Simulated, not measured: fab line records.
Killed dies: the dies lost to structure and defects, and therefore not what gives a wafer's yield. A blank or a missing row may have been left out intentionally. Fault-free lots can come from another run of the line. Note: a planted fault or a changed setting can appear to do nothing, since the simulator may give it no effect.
Chamber matching + flow nand harc + NHARC_THIN_TSV_ETCH_44 on rie diel-13 has 4 sister chambers
The step etches the open film in CF4/O2, target depth 1594.2 nm, time 797.1 s. 14 wafers are shown with their chamber, then 7 later ones without.

EACH WAFER AND ITS CHAMBER
| wafer  | chamber | drypump motor current A (A) | rf vpp V (V) | throttle valve pct (%) |
|--------|---------|-----------------------------|--------------|------------------------|
| L193.3 | 0       | 6.0                         | 788          | 16.912                 |
| L193.4 | 1       | 6.1                         | 796          | 16.918                 |
| L193.6 | 0       | 6.0                         | 787          | 16.917                 |
| L197.1 | 1       | 6.1                         | 796          | 16.924                 |
| L197.2 | 0       | 6.0                         | 789          | 16.908                 |
| L197.6 | 1       | 6.0                         | 796          | 16.922                 |
| L195.1 | 0       | 6.0                         | 787          | 16.921                 |
| L195.3 | 1       | 6.1                         | 796          | 16.931                 |
| L195.6 | 2       | 5.1                         | 797          | 16.920                 |
| L198.3 | 1       | 6.0                         | 797          | 16.936                 |
| L198.5 | 2       | 5.1                         | 796          | 16.913                 |
| L199.6 | 1       | 6.1                         | 798          | 16.911                 |
| L208.1 | 2       | 5.1                         | 797          | 16.905                 |
| L208.4 | 3       | 6.0                         | 793          | 16.915                 |

SIGNATURES (averages over the wafers above)
| reading                 | chamber 0 | chamber 1 | chamber 2 | chamber 3 | scatter within a chamber |
|-------------------------|-----------|-----------|-----------|-----------|--------------------------|
| drypump motor current A | 6.000     | 6.067     | 5.100     | 6.000     | 0.0365                   |
| rf vpp V                | 787.75    | 796.50    | 796.67    | 793.00    | 0.832                    |
| throttle valve pct      | 16.91450  | 16.92367  | 16.91267  | 16.91500  | 0.00782                  |
Rule: distance of a wafer from a chamber = root of the sum over the readings of ((wafer's reading minus chamber's mean) / reading's scatter) squared. The wafer belongs to the nearest chamber; if the next one is less than 2 further off, it can't be placed. How the scatter is found: for the shown wafers, subtract from each reading the mean of its chamber, square and add these, divide the total by (wafers less chambers), then take the root.

WAFERS MISSING THEIR CHAMBER
| wafer  | drypump motor current A (A) | rf vpp V (V) | throttle valve pct (%) |
|--------|-----------------------------|--------------|------------------------|
| L208.5 | 6.0                         | 787          | 16.920                 |
| L210.2 | 5.9                         | 792          | 16.910                 |
| L210.3 | 6.1                         | 797          | 16.916                 |
| L210.6 | 5.9                         | 792          | 16.921                 |
| L212.3 | 6.0                         | 788          | 16.919                 |
| L212.4 | 5.1                         | 796          | 16.902                 |
| L212.6 | 5.9                         | 793          | 16.904                 |

CHAMBER TAKEN BY EACH
| wafer  | from the rows above | in truth |
|--------|---------------------|----------|
| L208.5 | 0                   | 0        |
| L210.2 | 3                   | 3        |
| L210.3 | 1                   | 1        |
| L210.6 | 3                   | 3        |
| L212.3 | 0                   | 0        |
| L212.4 | 2                   | 2        |
| L212.6 | 3                   | 3        |
Placed correctly: 7 of 7. Not placeable from these rows: 0. Wrongly placed: 0.
